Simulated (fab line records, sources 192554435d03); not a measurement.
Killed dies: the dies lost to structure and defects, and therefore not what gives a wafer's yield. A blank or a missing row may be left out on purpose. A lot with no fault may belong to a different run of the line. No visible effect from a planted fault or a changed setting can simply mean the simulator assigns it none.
Split-lot study -- flow n5_finfet -- on a route of 1938 steps: 7 lots, 21 wafers read

## SPLIT DETAILS
At N5_MIM_BOT_ETCH_ETCH_04 (etches SiNx in CF4/O2, target depth 26 nm, time 13 s), the setting time_s was moved away from the recipe's 13 s on 7 of the 21 wafers read, by -17.1% to +19.7%. For the rest of the wafers, this setting stayed at what the recipe calls for.

The split's own step is where the reading is taken.

## THE READING
etch.depth_nm (the simulator's own value, which no gauge read), in nm, at N5_MIM_BOT_ETCH_ETCH_04 (etches SiNx in CF4/O2, target depth 26 nm, time 13 s). No usual value for it is given in the file. The 14 wafers here that ran the recipe average 25.82 nm, standard deviation 0.51 nm.

wafer,"tool, chamber at the split","time_s as run, s",against the recipe,"etch.depth_nm, nm",against lot-mates on the recipe
L076.2,"rie_diel-05, 1",15.56,+19.7%,31.48,+6.29
L076.3,"rie_diel-05, 3",15.56,+19.7%,32.54,+7.35
L076.5,"rie_diel-05, 0",13,recipe,25.19,-
L078.1,"rie_diel-06, 0",13,recipe,26.37,-
L078.2,"rie_diel-06, 1",13,recipe,26.22,-
L078.6,"rie_diel-06, 3",13,recipe,26.06,-
L082.2,"rie_diel-06, 0",13,recipe,25.98,-
L082.3,"rie_diel-06, 3",13,recipe,25.96,-
L082.4,"rie_diel-06, 1",13,recipe,25.78,-
L083.1,"rie_diel-05, 3",13,recipe,26.94,-
L083.2,"rie_diel-05, 0",13,recipe,24.97,-
L083.5,"rie_diel-05, 2",13,recipe,25.58,-
L085.1,"rie_diel-02, 2",13,recipe,25.36,-
L085.2,"rie_diel-02, 1",13,recipe,25.17,-
L085.5,"rie_diel-02, 2",12.06,-7.2%,23.57,-1.70
L090.1,"rie_diel-06, 0,2",11.81,-9.2%,23.79,-2.19
L090.6,"rie_diel-06, 0,2",11.81,-9.2%,23.79,-2.19
L090.5,"rie_diel-06, 0",13,recipe,25.98,-
L093.1,"rie_diel-06, 2",13,recipe,25.86,-
L093.3,"rie_diel-06, 3",10.78,-17.1%,22.11,-3.75
L093.5,"rie_diel-06, 1",10.78,-17.1%,21.52,-4.34
When a row names more than one chamber, that row covers several wafers, and the file does not tell which wafer ran in which chamber.

FIT RESULTS
A straight line over all 21 wafers: etch.depth_nm changes by +0.277 nm for each +1% of time_s; r = +0.97; the points scatter about the line by 0.58 nm.
The same after taking each lot's own level away (the mean of its wafers on the recipe; 21 wafers): +0.294 nm for each +1%; r = +0.98; scatter 0.57 nm.
According to that fit, moving time_s by its largest amount changes the reading by 5.8 nm.
The span of the lots' own levels, 25.190 to 26.217 nm, comes to 2.0 times the standard deviation stated above.
Consequently the slope shifts little with the lot-to-lot level, the two slopes agreeing.
Check: for one of the wafers moved furthest among these (+19.7%), held out of the fit, the line's prediction against its lot-mates is +5.94 nm. Against them it came out at +6.29 nm.

## THE OTHER SPLITS THESE WAFERS WENT THROUGH
Before the reading, these wafers also passed through other splits. Each is held against what the fit with the lots' levels taken away leaves over:
other split on the same wafers,wafers away from the commonest value,r with etch.depth_nm (lot level and that fit taken away)
N5_BEOL_M13_EXPOSE_07 dose_mj,4,+0.14
N5_BEOL_M14_SPUTTER_44 power_w,8,+0.20
N5_BEOL_M15_ETCH_61 time_s,7,-0.23
N5_BEOL_M15_TRENCH_ETCH_34 time_s,8,+0.07

## THE FILE'S OWN FIT
etch.depth_nm changes by +0.289 nm for each +1% of time_s, r = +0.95.
